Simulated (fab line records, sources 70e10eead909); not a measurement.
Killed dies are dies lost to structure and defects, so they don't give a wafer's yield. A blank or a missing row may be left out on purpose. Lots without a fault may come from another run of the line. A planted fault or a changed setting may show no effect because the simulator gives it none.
Chamber matching | flow nand_harc | NHARC_P_BONDPAD_DESCUM_11 on rie_diel-10: 4 sister chambers
The step chemistry O2, time 3 s. 33 wafers are shown with their chamber, then 12 later ones without.

WAFERS WITH THEIR CHAMBER
wafer  | chamber | showerhead_plenum_p_Torr (Torr) | drypump_motor_current_A (A) | oes_product_au (a.u.)
L075.4 | 2       | 1.94                            | 6.0                         | 1.013
L075.5 | 3       | 2.06                            | 5.3                         | 1.003
L075.6 | 2       | 1.94                            | 6.0                         | 1.013
L076.1 | 0       | 2.00                            | 5.2                         | 1.006
L076.3 | 3       | 2.06                            | 5.3                         | 1.012
L076.4 | 2       | 1.94                            | 6.1                         | 1.012
L077.3 | 3       | 2.06                            | 5.3                         | 1.002
L077.5 | 0       | 2.00                            | 5.1                         | 0.996
L077.6 | 1       | 2.04                            | 5.8                         | 0.997
L081.1 | 1       | 2.04                            | 5.8                         | 1.002
L081.2 | 2       | 1.94                            | 6.1                         | 0.998
L081.5 | 1       | 2.04                            | 5.8                         | 1.001
L082.1 | 0       | 2.00                            | 5.1                         | 1.000
L082.3 | 3       | 2.06                            | 5.4                         | 0.999
L082.6 | 2       | 1.94                            | 6.1                         | 1.012
L086.2 | 1       | 2.03                            | 5.8                         | 0.990
L086.5 | 1       | 2.03                            | 5.8                         | 0.989
L086.6 | 3       | 2.06                            | 5.3                         | 0.992
L087.3 | 0       | 2.00                            | 5.1                         | 1.001
L087.4 | 3       | 2.06                            | 5.3                         | 0.988
L087.5 | 1       | 2.03                            | 5.8                         | 0.995
L088.2 | 2       | 1.94                            | 6.0                         | 0.994
L088.5 | 1       | 2.03                            | 5.8                         | 0.979
L088.6 | 0       | 2.00                            | 5.1                         | 0.991
L089.1 | 2       | 1.94                            | 6.0                         | 1.010
L089.2 | 1       | 2.03                            | 5.8                         | 0.990
L089.4 | 0       | 2.00                            | 5.1                         | 0.994
L090.1 | 1       | 2.03                            | 5.8                         | 0.994
L090.2 | 2       | 1.94                            | 6.1                         | 1.011
L090.4 | 0       | 2.00                            | 5.1                         | 1.004
L091.2 | 0       | 2.00                            | 5.1                         | 1.005
L091.3 | 3       | 2.06                            | 5.3                         | 0.988
L091.4 | 2       | 1.94                            | 6.0                         | 1.001

SIGNATURES (means of the wafers above)
reading                  | chamber 0 | chamber 1 | chamber 2 | chamber 3 | scatter within a chamber
showerhead_plenum_p_Torr | 2.0000    | 2.0333    | 1.9400    | 2.0600    | 0.00263
drypump_motor_current_A  | 5.112     | 5.800     | 6.044     | 5.314     | 0.0369
oes_product_au           | 0.99962   | 0.99300   | 1.00711   | 0.99771   | 0.00722
Rule: a wafer's distance from a chamber is the root of the sum, over the readings, of the square of ((its reading less the chamber's mean) divided by the reading's scatter). The wafer belongs to the nearest chamber; if the next one is less than 2 further off, it can't be placed. The scatter: the root of (the sum of the squares of (reading less its chamber's mean) over the shown wafers, divided by (wafers less chambers)).

WAFERS WITHOUT THEIR CHAMBER
wafer  | showerhead_plenum_p_Torr (Torr) | drypump_motor_current_A (A) | oes_product_au (a.u.)
L092.1 | 2.00                            | 5.1                         | 1.007
L092.3 | 2.06                            | 5.3                         | 0.995
L092.6 | 1.94                            | 6.1                         | 1.015
L093.4 | 2.00                            | 5.2                         | 1.000
L093.5 | 2.00                            | 5.1                         | 1.001
L093.6 | 2.06                            | 5.3                         | 1.002
L094.1 | 1.94                            | 6.1                         | 0.999
L094.2 | 2.06                            | 5.3                         | 0.993
L094.4 | 2.03                            | 5.7                         | 0.998
L095.1 | 1.94                            | 6.0                         | 0.983
L095.3 | 2.03                            | 5.8                         | 0.996
L095.4 | 2.06                            | 5.3                         | 0.995

WHICH CHAMBER EACH WENT THROUGH
wafer  | from the rows above | in truth
L092.1 | 0                   | 0
L092.3 | 3                   | 3
L092.6 | 2                   | 2
L093.4 | 0                   | 0
L093.5 | 0                   | 0
L093.6 | 3                   | 3
L094.1 | 2                   | 2
L094.2 | 3                   | 3
L094.4 | 1                   | 1
L095.1 | 2                   | 2
L095.3 | 1                   | 1
L095.4 | 3                   | 3
Placed correctly: 12 of 12. Can't be placed from these rows: 0. Placed wrongly: 0.
